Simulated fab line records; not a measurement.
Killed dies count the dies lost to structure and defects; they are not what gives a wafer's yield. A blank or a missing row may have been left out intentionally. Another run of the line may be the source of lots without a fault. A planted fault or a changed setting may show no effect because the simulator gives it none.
fab line records	flow n5_finfet
record: lots: 14	wafers: 42	last_day: 20
route steps=1938 shown BEOL_M12@1616
lots untouched by any fault: they come from a run of this same line in which no faults occurred
start_h: the number of hours between the record's first day and the start of the first shown wafer of the lot	wait_h: how many hours have passed since the lot's step before this one	" the same as in the row above	L1.1+2: a single row standing in for several wafers	- either no value or no given start	* or withheld: withheld	< > ~ a bound
route shown NAME@n: a module of which the file shows steps, and the number in the route of the first	usual: the fault-free wafers' mean and standard deviation	same: alike in all rows	chamber/n: place in a boat	sites: the reading at each site	_std_site: the values' standard deviation	_edge_site: mean of outer sites minus mean of inner sites	radius_mm: how far each site lies from the wafer's centre	mask NAME#n: copy n	behind: tool/chamber where the wafer was last shaped	hold: reason for holding the lot/hours on hold/outcome of the hold	device: the n, p or np transistor that did not switch	end of line: the route-end tests of the same wafers	step lacking rows: just its recipe	killed: dies that structure and defects cost at the first sort, which is not the same as the wafer's yield	map: a wafer's dies, marking killed ones x, the rest . and places with no die _
set.NAME: setting as actually run; set.NAME@STEP: the setting as run at that earlier step	model.NAME: the simulator's own value behind a step, which no gauge read
the route's steps for a sample of lots (tables are steps, rows are wafers)
services: the hour from which a tool's chamber was out of use, counted from the record's first day as start_h (under 0 if before that day), plus the number of hours and why
== steps ==
step: N5_BEOL_M12_ETCH_59
recipe: chemistry: N2/H2	target: BARC	target_depth_a: 890	overetch_a: 267	time_s: 67.9	ion_energy_ev: 200	pressure_mtorr: 30	source_w: 840	bias_w: 150	n2_flow_sccm: 200	h2_flow_sccm: 200
usual: drypump_motor_current_A: 5.8/0.44	oes_product_au: 0.65/0.055	rf_vpp_V: 524.7/1.9	showerhead_plenum_p_Torr: 2.57/0.063	throttle_valve_pct: 17.90/0.2
lot.wafer	tool	chamber	start_h	wait_h	drypump_motor_current_A	oes_product_au	rf_hours_counter_h	rf_vpp_V	showerhead_plenum_p_Torr	throttle_valve_pct
L667.2	rie_diel-06	2	291.19	0.0	5.1	0.60	208	526.1	2.63	17.91
L667.3	"	1	"	"	5.8	0.68	100	524.6	2.56	17.94
L667.4	"	3	"	"	5.9	0.63	174	524.9	2.53	17.86
L668.1	rie_diel-01	3	307.61	0.0	5.6	0.63	174	524.2	2.53	18.07
L668.2	"	1	"	"	5.8	0.67	122	524.0	2.56	17.90
L668.4	"	2	"	"	6.3	0.69	102	520.6	2.46	18.00
L670.1	rie_diel-01	3	308.11	0.0	5.7	0.63	175	523.4	2.53	18.08
L670.3	"	2	"	"	6.3	0.69	103	521.3	2.46	18.00
L670.5	"	3	"	"	5.6	0.64	-	524.3	2.53	18.05
L671.3	rie_diel-01	1	308.38	0.0	5.7	0.67	123	524.3	2.56	17.91
L671.5	"	2	"	"	6.3	0.68	-	522.0	2.46	17.99
L671.6	"	3	"	"	5.6	0.63	-	523.3	2.53	18.06
L673.1	rie_diel-06	0	314.57	0.0	6.0	0.61	225	522.0	2.50	18.18
L673.3	"	1	"	"	5.7	0.68	103	525.5	2.56	17.95
L673.6	"	3	"	"	5.9	0.61	-	522.8	2.52	17.90
L672.3	rie_diel-06	3	322.41	0.0	5.9	0.62	187	522.6	2.52	17.88
L672.5	"	3	"	"	5.9	0.62	-	523.0	2.52	17.91
L672.6	"	0	"	"	6.0	0.61	-	522.6	2.50	18.21
L676.1	rie_diel-04	3	325.91	0.0	6.5	0.62	223	525.5	2.62	17.69
L676.2	"	1	"	"	5.3	0.65	145	522.3	2.54	17.59
L676.4	"	1	"	"	5.3	0.65	-	523.7	2.54	17.58
L681.2	rie_diel-04	3	376.13	0.0	6.5	0.62	243	525.0	2.61	17.73
L681.4	"	1	"	"	5.3	0.64	165	524.4	2.53	17.61
L681.5	"	0	"	"	6.4	0.71	-	529.1	2.69	17.86
L685.1	rie_diel-06	1	391.45	0.0	5.8	0.66	133	524.5	2.55	18.01
L685.3	"	2	"	"	5.1	0.58	245	525.8	2.61	17.98
L685.5	"	2	"	"	5.1	0.58	-	523.8	2.61	17.98
L683.1	rie_diel-06	3	398.77	0.0	5.9	0.61	217	522.6	2.51	17.96
L683.4	"	1	"	"	5.7	0.66	-	523.3	2.54	18.01
L683.6	"	3	"	"	5.9	0.59	-	523.6	2.51	17.94
L688.1	rie_diel-01	0	419.26	0.0	5.7	0.65	143	527.6	2.65	18.08
L688.2	"	3	"	"	5.6	0.61	219	523.7	2.51	18.14
L688.3	"	1	"	"	5.8	0.64	164	523.5	2.54	17.96
L687.1	rie_diel-04	0	425.30	0.0	6.4	0.69	92	528.4	2.68	17.84
L687.2	"	1	"	"	5.4	0.62	182	522.7	2.52	17.64
L687.4	"	2	"	"	5.4	0.76	30	526.6	2.59	18.14
L689.4	rie_diel-04	2	434.45	0.0	5.4	0.75	-	525.5	2.59	18.14
L689.5	"	1	"	"	5.4	0.62	-	523.9	2.52	17.66
L689.6	"	3	"	"	6.5	0.80	-	524.9	2.60	17.31
L686.1	rie_diel-06	1	440.54	0.0	5.7	0.64	155	523.5	2.54	18.04
L686.4	"	2	"	"	5.1	0.82	3	525.8	2.61	17.56
L686.5	"	0	"	"	6.0	0.77	-	521.9	2.49	17.84
step: N5_BEOL_M12_PEB_26
recipe: peb_temp_c: 130	peb_time_s: 90
usual: chill_plate_temp_C: 22.99/0.097	exhaust_pa: 45.2/0.84
lot.wafer	tool	chamber	start_h	wait_h	chill_plate_temp_C	exhaust_pa
L667.2	litho_track-04	0	291.87	0.0	22.71	47.0
L667.3	"	0	"	"	22.89	45.0
L667.4	"	0	"	"	22.97	45.3
L668.1	litho_track-03	0	308.29	0.1	23.00	43.3
L668.2	"	0	"	"	22.94	43.8
L668.4	"	0	"	"	23.00	44.5
L670.1	litho_track-01	0	308.96	0.1	22.68	44.5
L670.3	"	0	"	"	22.87	45.4
L670.5	"	0	"	"	22.95	45.0
L671.3	litho_track-04	0	309.18	0.0	23.01	47.1
L671.5	"	0	"	"	23.07	46.2
L671.6	"	0	"	"	22.80	45.6
L673.1	litho_track-04	0	315.36	0.1	22.81	44.5
L673.3	"	0	"	"	22.91	44.4
L673.6	"	0	"	"	22.88	44.8
L672.3	litho_track-03	-	323.09	0.0	-	-
L672.5	"	-	"	"	-	-
L672.6	"	-	"	"	-	-
L676.1	litho_track-03	-	326.58	0.1	-	-
L676.2	"	-	"	"	-	-
L676.4	"	-	"	"	-	-
L681.2	litho_track-04	0	377.04	0.0	23.01	45.4
L681.4	"	0	"	"	23.04	44.9
L681.5	"	0	"	"	22.99	44.6
L685.1	litho_track-03	0	392.25	0.1	23.01	45.2
L685.3	"	0	"	"	23.10	44.4
L685.5	"	0	"	"	22.98	45.3
L683.1	litho_track-03	0	399.56	0.1	22.88	44.5
L683.4	"	0	"	"	23.06	45.4
L683.6	"	0	"	"	23.05	44.6
L688.1	litho_track-04	0	420.07	0.1	22.96	43.9
L688.2	"	0	"	"	22.94	44.6
L688.3	"	0	"	"	22.92	44.7
L687.1	litho_track-01	0	426.10	0.1	22.88	45.5
L687.2	"	0	"	"	22.88	45.6
L687.4	"	0	"	"	22.85	46.1
L689.4	litho_track-01	0	435.22	0.0	22.94	45.2
L689.5	"	0	"	"	23.05	45.4
L689.6	"	0	"	"	23.09	44.6
L686.1	litho_track-04	0	441.22	0.1	23.14	44.9
L686.4	"	0	"	"	22.99	43.9
L686.5	"	0	"	"	22.94	43.8
step: N5_BEOL_M12_DESCUM_33
recipe: chemistry: O2	time_s: 7.9	source_power_w: 50	bias_power_w: 20	pressure_mtorr: 20	rf_frequency_hz: 2.712e+07	temp_c: 40	o2_flow_sccm: 225
usual: drypump_motor_current_A: 5.8/0.42	oes_product_au: 0.77/0.07	rf_vpp_V: 243.5/1.2	showerhead_plenum_p_Torr: 2.12/0.058	throttle_valve_pct: 20.48/0.19
lot.wafer	tool	chamber	start_h	wait_h	drypump_motor_current_A	oes_product_au	rf_hours_counter_h	rf_vpp_V	showerhead_plenum_p_Torr	throttle_valve_pct
L667.2	rie_diel-04	1	292.08	0.0	5.3	0.77	131	244.3	2.09	20.15
L667.3	"	3	"	"	6.5	0.73	210	245.0	2.17	20.29
L667.4	"	2	"	"	5.4	0.67	241	244.3	2.15	21.01
L668.1	rie_diel-01	2	308.61	0.2	6.3	0.81	103	241.4	2.02	20.58
L668.2	"	3	"	"	5.6	0.73	175	243.7	2.08	20.60
L668.4	"	0	"	"	5.7	0.80	106	245.0	2.19	20.55
L670.1	rie_diel-01	3	309.16	0.0	5.6	0.73	175	241.9	2.08	20.61
L670.3	"	2	"	"	6.2	0.79	103	241.9	2.02	20.59
L670.5	"	1	"	"	5.7	0.78	-	243.2	2.11	20.46
L671.3	rie_diel-04	2	309.39	0.0	5.4	0.67	246	243.7	2.15	21.01
L671.5	"	1	"	"	5.3	0.76	-	243.2	2.09	20.17
L671.6	"	0	"	"	6.4	0.86	-	246.1	2.21	20.34
L673.1	rie_diel-06	2	315.56	0.0	5.1	0.70	216	243.1	2.17	20.41
L673.3	"	0	"	"	6.0	0.71	226	242.1	2.06	20.69
L673.6	"	2	"	"	5.1	0.71	-	245.7	2.17	20.39
L672.3	rie_diel-06	1	323.29	0.0	5.7	0.80	107	241.8	2.11	20.52
L672.5	"	2	"	"	5.1	0.70	-	243.1	2.17	20.41
L672.6	"	1	"	"	5.7	0.79	-	242.8	2.11	20.52
L676.1	rie_diel-01	0	326.83	0.1	5.7	0.81	107	245.1	2.19	20.54
L676.2	"	2	"	"	6.2	0.79	113	242.2	2.02	20.59
L676.4	"	3	"	"	5.6	0.73	185	242.6	2.08	20.61
L681.2	rie_diel-01	2	377.24	0.0	6.3	0.78	133	242.0	2.01	20.64
L681.4	"	1	"	"	5.8	0.77	-	241.8	2.10	20.48
L681.5	"	2	"	"	6.3	0.77	-	242.5	2.01	20.63
L685.1	rie_diel-04	2	392.58	0.2	5.4	0.91	18	245.5	2.14	20.64
L685.3	"	0	"	"	6.4	0.82	83	244.7	2.20	20.40
L685.5	"	3	"	"	6.5	0.71	-	244.1	2.15	20.35
L683.1	rie_diel-04	3	399.77	0.0	6.5	0.69	250	243.7	2.15	20.34
L683.4	"	1	"	"	5.4	0.74	-	242.9	2.08	20.23
L683.6	"	3	"	"	6.5	0.70	-	243.8	2.15	20.36
L688.1	rie_diel-06	3	420.27	0.0	5.9	0.68	227	243.2	2.07	20.59
L688.2	"	0	"	"	6.0	0.94	4	242.8	2.05	20.38
L688.3	"	1	"	"	5.7	0.76	146	243.2	2.09	20.57
L687.1	rie_diel-04	2	426.30	0.0	5.4	0.89	30	243.8	2.14	20.69
L687.2	"	3	"	"	6.5	0.96	3	245.0	2.15	19.98
L687.4	"	1	"	"	5.3	0.73	182	243.4	2.07	20.23
L689.4	rie_diel-01	2	435.56	0.2	6.2	0.76	143	241.8	2.01	20.65
L689.5	"	2	"	"	6.3	0.76	-	241.7	2.00	20.64
L689.6	"	3	"	"	5.6	0.69	-	242.2	2.06	20.68
L686.1	rie_diel-01	0	441.42	0.0	5.8	0.76	153	244.1	2.18	20.61
L686.4	"	1	"	"	5.8	0.74	173	243.9	2.09	20.53
L686.5	"	3	"	"	5.6	0.70	-	242.9	2.06	20.67
step: N5_BEOL_M12_STRIP_37
recipe: chemistry: N2/H2	power_w: 1000	temp_c: 250	h2_frac: 0.65	overash_fraction: 0.3	pressure_mtorr: withheld	n2_flow_sccm: 1750	h2_flow_sccm: 3250
usual: drypump_motor_current_A: 5.92/0.18	heater_power_w: 349/37	oes_product_au: 0.790/0.0095
lot.wafer	tool	chamber	start_h	wait_h	drypump_motor_current_A	heater_power_w	oes_product_au	rf_hours_counter_h
L667.2	plasma_asher-01	0	292.63	0.0	5.86	323	0.806	128
L667.3	"	0	"	"	5.86	314	0.806	-
L667.4	"	1	"	"	6.23	321	0.791	-
L668.1	plasma_asher-02	0	309.17	0.0	5.92	338	0.786	78
L668.2	"	1	"	"	5.74	409	0.777	78
L668.4	"	1	"	"	5.73	406	0.797	-
L670.1	plasma_asher-01	1	309.72	0.0	6.23	315	0.808	132
L670.3	"	0	"	"	5.84	317	0.791	-
L670.5	"	0	"	"	5.83	321	0.802	-
L671.3	plasma_asher-01	1	309.97	0.1	6.21	323	0.803	-
L671.5	"	0	"	"	5.83	311	0.790	-
L671.6	"	1	"	"	6.21	319	0.783	-
L673.1	plasma_asher-01	0	316.12	0.0	5.81	317	0.771	133
L673.3	"	0	"	"	5.80	313	0.788	-
L673.6	"	0	"	"	5.81	307	0.776	-
L672.3	plasma_asher-02	0	323.87	0.1	5.91	326	0.794	-
L672.5	"	1	"	"	5.75	397	0.796	-
L672.6	"	0	"	"	5.92	335	0.801	-
L676.1	plasma_asher-01	0	327.39	0.0	5.84	316	0.796	136
L676.2	"	1	"	"	6.25	316	0.796	136
L676.4	"	0	"	"	5.80	319	0.787	-
L681.2	plasma_asher-02	1	377.79	0.0	5.79	402	0.781	91
L681.4	"	1	"	"	5.78	401	0.798	-
L681.5	"	1	"	"	5.77	397	0.796	-
L685.1	plasma_asher-01	0	393.14	0.0	5.84	316	0.790	152
L685.3	"	0	"	"	5.86	311	0.793	-
L685.5	"	0	"	"	5.80	318	0.794	-
L683.1	plasma_asher-02	0	400.32	0.0	5.90	346	0.778	94
L683.4	"	1	"	"	5.81	397	0.806	-
L683.6	"	1	"	"	5.76	414	0.786	-
L688.1	plasma_asher-02	1	420.83	0.0	5.72	425	0.782	98
L688.2	"	0	"	"	5.89	338	0.798	98
L688.3	"	0	"	"	5.91	327	0.805	-
L687.1	plasma_asher-02	1	426.86	0.0	5.81	409	0.789	99
L687.2	"	0	"	"	5.91	340	0.800	99
L687.4	"	0	"	"	5.93	343	0.789	-
L689.4	plasma_asher-02	0	436.14	0.1	5.93	333	0.795	-
L689.5	"	1	"	"	5.73	403	0.790	-
L689.6	"	0	"	"	5.89	336	0.802	-
L686.1	plasma_asher-02	0	441.98	0.0	5.91	331	0.801	102
L686.4	"	1	"	"	5.74	412	0.791	-
L686.5	"	0	"	"	5.91	336	0.788	-
== services ==
tool	chamber	start_h	hours	kind
rie_diel-06	1	301.28	8.3	repair
rie_diel-06	-	310.71	2.8	pm
rie_diel-01	0	311.39	14.6	repair
rie_diel-04	2	317.65	-	clean
rie_diel-04	2	317.65	-	consumable_replace:focus_ring
rie_diel-04	2	317.65	19.5	scheduled_down
rie_diel-04	2	317.65	19.5	vent_cycle
rie_diel-01	1	323.83	2.3	repair
rie_diel-04	0	328.48	9.2	repair
rie_diel-01	1	337.50	9.0	repair
plasma_asher-01	-	358.00	0.4	repair
rie_diel-01	3	376.33	6.9	repair
rie_diel-06	0	377.94	8.3	repair
rie_diel-06	0	386.49	-	clean
rie_diel-06	0	386.49	-	consumable_replace:esc
rie_diel-06	0	386.49	-	consumable_replace:focus_ring
rie_diel-06	0	386.49	24.7	scheduled_down
rie_diel-06	0	386.49	24.7	vent_cycle
rie_diel-01	2	397.61	35.8	repair
rie_diel-06	2	401.88	2.7	repair
rie_diel-06	1	416.73	1.6	repair
rie_diel-01	3	424.27	7.3	repair
rie_diel-06	3	429.08	5.5	repair
rie_diel-04	0	429.94	6.2	repair
== key ==
first_sign: step: N5_BEOL_M12_PEB_26	reading: tool_record	direction: missing
effect none on later readings
met_at N5_BEOL_M12_PEB_26
struck_lots L672,L676
later_rows_left_out L672.3,L672.5,L672.6,L676.1,L676.2,L676.4
sort_left_out L672.3,L672.5,L672.6,L676.1,L676.2,L676.4
not_acting_at N5_BEOL_M12_ETCH_59,N5_BEOL_M12_DESCUM_33,N5_BEOL_M12_STRIP_37
onset_between 308.29 323.09
fault: kind: skipped_step_whole	tool: litho_track-03	chamber: -	onset_h: 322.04	steps: N5_BEOL_M12_PEB_26	scope: struck_lots_only
sort_left_out: the simulated sort isn't trusted on such a fault, so these wafers' sort isn't shown, and their yield isn't known
later_rows_left_out: the simulator's readings of these wafers behind a module that went badly wrong aren't trusted and aren't shown, but for the sort
